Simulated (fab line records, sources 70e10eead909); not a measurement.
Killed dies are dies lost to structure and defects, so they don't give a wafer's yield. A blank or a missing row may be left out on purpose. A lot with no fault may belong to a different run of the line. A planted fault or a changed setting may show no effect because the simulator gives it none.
Which tool was responsible?	flow nand_harc	24 lots, 72 wafers sampled, at 6 steps of a route of 1159

## WHAT EACH GAUGE READ, for each wafer
NHARC_A_M1_INSPECT_27.
lot	measured	on	raw_defect_count
L075	day 17 22:19	defect_inspect-01	614 494 377
L074	day 17 23:13	defect_inspect-02	441 432 407
L078	day 18 05:22	defect_inspect-01	619 839 516
L077	day 18 06:20	defect_inspect-01	458 352 448
L079	day 18 12:55	defect_inspect-01	487 303 657
L076	day 18 21:01	defect_inspect-01	420 380 431
L080	day 18 21:31	defect_inspect-01	364 373 302
L082	day 19 21:52	defect_inspect-01	298 398 372
L081	day 20 03:17	defect_inspect-01	345 289 461
L084	day 20 03:30	defect_inspect-02	331 312 340
L083	day 20 08:44	defect_inspect-01	608 530 846
L088	day 20 23:32	defect_inspect-01	462 422 477
L086	day 20 23:54	defect_inspect-01	948 480 395
L085	day 21 00:37	defect_inspect-02	627 426 369
L090	day 21 17:22	defect_inspect-01	338 380 314
L091	day 21 18:07	defect_inspect-01	376 390 307
L087	day 21 18:14	defect_inspect-01	478 304 494
L089	day 21 18:36	defect_inspect-01	444 564 387
L093	day 22 09:38	defect_inspect-01	379 399 309
L092	day 23 03:16	defect_inspect-02	479 529 503
L095	day 23 07:11	defect_inspect-02	333 360 364
L096	day 23 07:29	defect_inspect-02	520 747 488
L094	day 23 19:05	defect_inspect-01	278 367 386
L097	day 23 19:42	defect_inspect-01	389 299 437

NHARC_A_BONDPAD_INSPECT_23.
lot	measured	on	raw_defect_count
L075	day 18 02:56	defect_inspect-01	382 468 521
L074	day 18 04:08	defect_inspect-02	428 292 485
L078	day 18 10:10	defect_inspect-02	446 530 487
L077	day 18 11:04	defect_inspect-01	663 332 498
L079	day 18 17:44	defect_inspect-01	595 906 427
L076	day 19 01:44	defect_inspect-02	673 510 603
L080	day 19 02:12	defect_inspect-01	347 387 328
L082	day 20 02:38	defect_inspect-01	761 621 385
L081	day 20 07:58	defect_inspect-02	592 539 489
L084	day 20 08:19	defect_inspect-01	508 379 291
L083	day 20 13:26	defect_inspect-01	401 733 473
L088	day 21 04:17	defect_inspect-01	439 343 551
L086	day 21 04:36	defect_inspect-01	428 391 305
L085	day 21 05:32	defect_inspect-01	440 463 364
L090	day 21 22:30	defect_inspect-01	626 565 513
L091	day 21 22:50	defect_inspect-01	379 653 398
L087	day 21 23:02	defect_inspect-01	506 578 690
L089	day 21 23:47	defect_inspect-01	411 502 293
L093	day 22 14:25	defect_inspect-02	532 568 524
L092	day 23 07:54	defect_inspect-02	381 418 455
L095	day 23 11:50	defect_inspect-01	327 360 340
L096	day 23 12:21	defect_inspect-01	494 605 597
L094	day 24 00:35	defect_inspect-01	453 441 377
L097	day 24 00:59	defect_inspect-02	345 346 342

NHARC_HYBRID_BOND_OVL_MEAS_05.
lot	measured	on	overlay_x_nm (nm)	overlay_y_nm (nm)
L075	day 18 14:40	overlay-01	16 -64 -31	-21 -4 27
L074	day 18 14:40	overlay-02	43 16 4	86 -26 66
L078	day 18 22:47	overlay-02	-3 4 -25	12 -13 28
L077	day 18 22:47	overlay-01	-18 -23 4	19 -22 -40
L079	day 19 07:45	overlay-01	-13 17 -43	-4 11 1
L076	day 19 12:19	overlay-02	-70 8 1	-42 -16 -13
L080	day 19 12:19	overlay-01	-23 27 -9	-8 -11 -57
L082	day 20 15:47	overlay-02	5 -31 16	24 -8 -27
L081	day 20 15:47	overlay-01	33 33 28	-38 -7 54
L084	day 20 15:47	overlay-01	-31 -3 -79	-10 -13 28
L083	day 21 04:02	overlay-02	22 25 57	-68 -102 7
L088	day 21 14:35	overlay-02	20 51 -1	-37 -16 -84
L086	day 21 14:35	overlay-02	-10 11 9	-6 -39 74
L085	day 21 14:37	overlay-02	-46 29 -20	-27 -25 -35
L090	day 22 11:04	overlay-01	4 -10 -29	-9 3 -1
L091	day 22 11:04	overlay-02	14 -28 -57	24 -9 -44
L087	day 22 11:04	overlay-01	31 -14 0	6 84 7
L089	day 22 11:04	overlay-02	26 15 22	-3 -20 2
L093	day 23 01:36	overlay-01	-21 -10 -59	9 16 3
L092	day 23 17:39	overlay-02	44 -15 -61	-7 -11 -16
L095	day 23 22:03	overlay-02	48 40 -11	10 -1 31
L096	day 23 22:03	overlay-01	-5 -78 -15	24 53 -14
L094	day 24 10:22	overlay-02	-29 -51 -22	-29 20 34
L097	day 24 10:22	overlay-01	6 -1 -37	-25 12 -69

NHARC_THIN_TSV_CD_MEAS_12: the cd target is 1000 nm.
lot	measured	on	cd_nm (nm)
L075	day 18 18:39	cd_sem-03	999.4 999.6 1000.8
L074	day 18 17:26	cd_sem-03	1000.8 1001.0 1002.4
L078	day 19 01:24	cd_sem-03	1002.7 1002.8 1001.8
L077	day 19 02:45	cd_sem-03	1001.2 1001.1 1002.4
L079	day 19 10:23	cd_sem-03	999.7 1000.1 1000.5
L076	day 19 14:55	cd_sem-02	1000.8 1000.8 1000.2
L080	day 19 16:08	cd_sem-02	998.4 1000.8 1000.1
L082	day 20 19:54	cd_sem-01	1000.6 1000.1 1001.3
L081	day 20 20:58	cd_sem-02	1001.5 1002.1 1000.4
L084	day 20 18:45	cd_sem-02	1001.2 998.8 998.6
L083	day 21 06:40	cd_sem-01	999.9 999.5 999.8
L088	day 21 17:23	cd_sem-03	1000.1 1000.6 998.8
L086	day 21 18:36	cd_sem-03	1001.3 1001.8 1000.8
L085	day 21 19:46	cd_sem-01	1001.9 1003.6 1002.7
L090	day 22 13:56	cd_sem-03	999.2 999.6 1000.6
L091	day 22 15:07	cd_sem-02	1001.5 1001.9 1002.6
L087	day 22 16:14	cd_sem-03	1001.2 1002.1 1002.7
L089	day 22 17:46	cd_sem-03	1000.4 1000.2 1000.8
L093	day 23 04:25	cd_sem-01	999.1 999.5 999.6
L092	day 23 20:40	cd_sem-02	1001.3 999.8 999.2
L095	day 24 00:40	cd_sem-03	999.8 998.1 999.4
L096	day 24 02:03	cd_sem-03	1000.3 1001.2 999.3
L094	day 24 14:20	cd_sem-03	1001.1 1003.2 1001.8
L097	day 24 13:12	cd_sem-02	1001.7 998.6 1002.4

## TOOL THAT RAN EACH LOT (tool first, then ch and the chambers of the sampled wafers, then the start)
lot	NHARC_A_M1_DEP_33	NHARC_A_BONDPAD_DESCUM_11
L075	pecvd-03 ch 0,2, day 17 22:31	rie_diel-03 ch 0,2, day 18 00:20
L074	pecvd-02 ch 0,2, day 17 23:22	rie_diel-03 ch 1,2,3, day 18 01:22
L078	pecvd-03 ch 0,1, day 18 05:37	rie_diel-03 ch 2,3, day 18 07:31
L077	pecvd-03 ch 1,2, day 18 06:32	rie_diel-01 ch 0,2,3, day 18 08:29
L079	pecvd-04 ch 0,1,2, day 18 13:04	rie_diel-07 ch 0,1,2, day 18 14:56
L076	pecvd-04 ch 0,1, day 18 21:12	rie_diel-07 ch 0,1, day 18 23:10
L080	pecvd-04 ch 1,2, day 18 21:42	rie_diel-07 ch 0,3, day 18 23:34
L082	pecvd-02 ch 0,1,2, day 19 22:06	rie_diel-03 ch 1,3, day 20 00:00
L081	pecvd-02 ch 0,2, day 20 03:28	rie_diel-03 ch 0,1,3, day 20 05:26
L084	pecvd-03 ch 1,2, day 20 03:39	rie_diel-03 ch 0,2,3, day 20 05:39
L083	pecvd-02 ch 0,1,2, day 20 08:52	rie_diel-03 ch 0,1,3, day 20 10:53
L088	pecvd-04 ch 0,1,2, day 20 23:40	rie_diel-01 ch 1,2, day 21 01:41
L086	pecvd-04 ch 0,1,2, day 21 00:02	rie_diel-07 ch 0,2,3, day 21 02:02
L085	pecvd-02 ch 0,1,2, day 21 01:04	rie_diel-03 ch 2,3, day 21 02:58
L090	pecvd-03 ch 0,1,2, day 21 17:38	rie_diel-07 ch 0,3, day 21 19:33
L091	pecvd-02 ch 0,1, day 21 18:16	rie_diel-03 ch 0,2,3, day 21 20:08
L087	pecvd-03 ch 0,1, day 21 18:28	rie_diel-03 ch 1,2,3, day 21 20:25
L089	pecvd-04 ch 0,1, day 21 18:44	rie_diel-03 ch 1,2,3, day 21 20:47
L093	pecvd-04 ch 0,1,2, day 22 09:47	rie_diel-03 ch 1,2, day 22 11:47
L092	pecvd-02 ch 0,2, day 23 03:25	rie_diel-03 ch 1,2,3, day 23 05:20
L095	pecvd-03 ch 0,2, day 23 07:19	rie_diel-03 ch 0,1,3, day 23 09:13
L096	pecvd-02 ch 0,1,2, day 23 07:40	rie_diel-03 ch 0,1,2, day 23 09:42
L094	pecvd-03 ch 0,1,2, day 23 19:14	rie_diel-03 ch 0,3, day 23 21:33
L097	pecvd-04 ch 1,2, day 23 19:51	rie_diel-03 ch 0,2, day 23 21:52
- NHARC_A_M1_DEP_33: deposits SiCN, target thk 30 nm.
- NHARC_A_BONDPAD_DESCUM_11: chemistry O2, time 3 s.

## AS READ BY THE TOOLS THEMSELVES (means over the sampled wafers that have a number; for cases with no such wafer, the mark the record gives instead)
NHARC_A_M1_DEP_33.
lot	tool	heater_power_w (W)	rf_fwd_power_W (W)
L075	pecvd-03	500	448.6
L074	pecvd-02	583	448.5
L078	pecvd-03	563	449.4
L077	pecvd-03	514	448.7
L079	pecvd-04	635	449.8
L076	pecvd-04	664	448.3
L080	pecvd-04	658	447.5
L082	pecvd-02	566	449.7
L081	pecvd-02	508	449.9
L084	pecvd-03	545	449.0
L083	pecvd-02	598	449.7
L088	pecvd-04	633	449.6
L086	pecvd-04	667	448.5
L085	pecvd-02	554	449.3
L090	pecvd-03	552	447.5
L091	pecvd-02	601	449.5
L087	pecvd-03	497	449.7
L089	pecvd-04	673	447.6
L093	pecvd-04	684	449.1
L092	pecvd-02	554	449.2
L095	pecvd-03	523	448.1
L096	pecvd-02	587	450.7
L094	pecvd-03	545	449.9
L097	pecvd-04	693	450.2

NHARC_A_BONDPAD_DESCUM_11.
lot	tool	drypump_motor_current_A (A)	o2_flow_sccm (sccm)	oes_product_au (a.u.)	rf_vpp_V (V)	showerhead_plenum_p_Torr (Torr)	throttle_valve_pct (%)
L075	rie_diel-03	5.8	199.9	0.997	57.3	1.96	11.314
L074	rie_diel-03	6.0	200.4	1.002	57.5	1.87	11.308
L078	rie_diel-03	6.2	199.0	0.998	57.4	1.90	11.321
L077	rie_diel-01	5.7	200.3	1.003	58.0	1.89	11.310
L079	rie_diel-07	5.4	199.8	1.001	57.8	2.02	11.319
L076	rie_diel-07	5.2	200.8	1.001	58.5	2.00	11.311
L080	rie_diel-07	5.4	199.5	1.007	57.6	1.94	11.306
L082	rie_diel-03	5.9	200.3	1.003	57.6	1.81	11.315
L081	rie_diel-03	5.8	200.1	1.004	56.5	1.86	11.311
L084	rie_diel-03	5.9	199.8	1.002	57.7	1.92	11.316
L083	rie_diel-03	5.7	200.5	1.007	57.7	1.86	11.307
L088	rie_diel-01	6.0	199.6	1.014	57.2	1.86	11.322
L086	rie_diel-07	5.5	200.1	1.000	57.7	1.95	11.305
L085	rie_diel-03	6.2	200.4	0.998	56.8	1.90	11.312
L090	rie_diel-07	5.7	199.5	0.997	56.8	1.85	11.311
L091	rie_diel-03	5.9	200.1	0.996	57.3	1.92	11.318
L087	rie_diel-03	6.0	199.5	0.996	58.2	1.87	11.314
L089	rie_diel-03	6.0	200.5	0.999	57.4	1.87	11.311
L093	rie_diel-03	5.8	199.0	1.001	57.4	1.84	11.316
L092	rie_diel-03	6.0	199.5	0.999	57.6	1.87	11.311
L095	rie_diel-03	5.8	200.9	1.000	57.5	1.86	11.313
L096	rie_diel-03	5.7	199.9	0.997	56.9	1.90	11.308
L094	rie_diel-03	5.9	200.5	0.999	58.1	1.89	11.302
L097	rie_diel-03	5.8	200.2	1.001	58.5	1.96	11.303

## THE ANSWER, worked out from the rows above alone
Rule: what is usual is taken from the lots themselves. Put in order of their means at a reading, lots are off if they are a third of the lots or fewer, leave a main group of 4 or more, and stand apart from it by a gap of 3 or more times the standard deviation of the main group's means; of several such gaps the widest counts. The tables above print the reading to a certain number of digits; a main group whose means all agree to those digits is not used. Also off: a lot with no number at a reading for which 4 or more lots have one. The other lots that the step has rows for count as sound. The gauges are gone through in route order, then the tools' own readings, and for those a lot's mean is taken as printed above. The first step at which some lot is off is used, and at that step the reading that is off furthest; a lot without a number counts as furthest.
Nothing can be told from this: no lot is off at any reading shown.

## WHAT HAD BEEN PUT IN BY THE SIMULATOR
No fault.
